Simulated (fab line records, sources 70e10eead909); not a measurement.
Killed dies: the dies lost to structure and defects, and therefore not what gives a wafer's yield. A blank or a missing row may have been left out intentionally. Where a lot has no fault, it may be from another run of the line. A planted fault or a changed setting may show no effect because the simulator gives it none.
Chamber matching    flow nand_harc    4 sister chambers for NHARC_P_GATE_STRIP_108 on rie_diel-04
The step strips in O2. 24 wafers are shown with their chamber, then 12 later ones without.

WAFERS, EACH WITH ITS CHAMBER
wafer   chamber  drypump_motor_current_A (A)  oes_product_au (a.u.)  throttle_valve_pct (%)
L074.1  3        5.8                          0.978                  17.032
L074.2  1        6.4                          0.962                  17.035
L074.5  0        5.9                          0.987                  17.046
L075.1  2        5.7                          0.980                  17.050
L075.3  3        5.9                          0.981                  17.024
L075.4  2        5.7                          0.971                  17.033
L078.3  0        5.8                          1.000                  17.055
L078.4  1        6.4                          0.972                  17.019
L078.6  1        6.4                          0.977                  17.026
L080.1  0        5.9                          1.000                  17.039
L080.4  3        5.8                          0.976                  17.031
L080.6  0        5.9                          1.004                  17.048
L082.1  0        5.9                          1.014                  17.034
L082.2  1        6.4                          0.983                  17.035
L082.4  3        5.9                          0.972                  17.045
L084.2  1        6.4                          0.998                  17.039
L084.3  3        5.9                          0.983                  17.035
L084.4  0        5.9                          1.028                  17.036
L085.1  2        5.6                          0.991                  17.050
L085.5  2        5.6                          0.992                  17.046
L085.6  3        5.8                          0.973                  17.048
L087.2  3        5.8                          0.980                  17.029
L087.4  2        5.6                          0.982                  17.017
L087.6  0        5.8                          1.009                  17.044

SIGNATURES, as means of the wafers listed above
reading                  chamber 0  chamber 1  chamber 2  chamber 3  scatter within a chamber
drypump_motor_current_A  5.871      6.400      5.640      5.843      0.0466
oes_product_au           1.00600    0.97840    0.98320    0.97757    0.0103
throttle_valve_pct       17.04314   17.03080   17.03920   17.03486   0.00962
Rule: distance of a wafer from a chamber = root of the sum over the readings of ((wafer's reading minus chamber's mean) / reading's scatter) squared. If the next closest chamber is less than 2 further off than the closest, the wafer can't be placed; otherwise it belongs to the closest. The scatter is the square root of a quotient: the sum, over the shown wafers, of each reading's squared deviation from its chamber's mean, divided by wafers minus chambers.

WAFERS MISSING THEIR CHAMBER
wafer   drypump_motor_current_A (A)  oes_product_au (a.u.)  throttle_valve_pct (%)
L090.1  6.4                          0.996                  17.039
L090.4  5.9                          1.016                  17.027
L090.6  5.8                          0.993                  17.029
L091.3  6.4                          0.986                  17.048
L091.5  5.8                          0.980                  17.039
L091.6  5.6                          0.984                  17.040
L093.2  5.9                          1.018                  17.033
L093.3  5.7                          0.992                  17.030
L093.6  5.9                          0.990                  17.031
L095.2  5.8                          0.993                  17.019
L095.3  5.9                          0.999                  17.042
L095.6  5.8                          1.003                  17.038

THE CHAMBER EACH PASSED THROUGH
wafer   from the rows above           in truth
L090.1  1                             1
L090.4  can't be placed: 0 or 3       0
L090.6  can't be placed: 3 or 0 or 2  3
L091.3  1                             1
L091.5  can't be placed: 3 or 0       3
L091.6  2                             2
L093.2  0                             0
L093.3  can't be placed: 2 or 3       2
L093.6  can't be placed: 3 or 0       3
L095.2  can't be placed: 3 or 0 or 2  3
L095.3  can't be placed: 0 or 3       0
L095.6  can't be placed: 0 or 3       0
Placed correctly: 4 of 12. These rows do not allow placing 8 (true chamber among the candidates in 8). 0 placed wrongly.
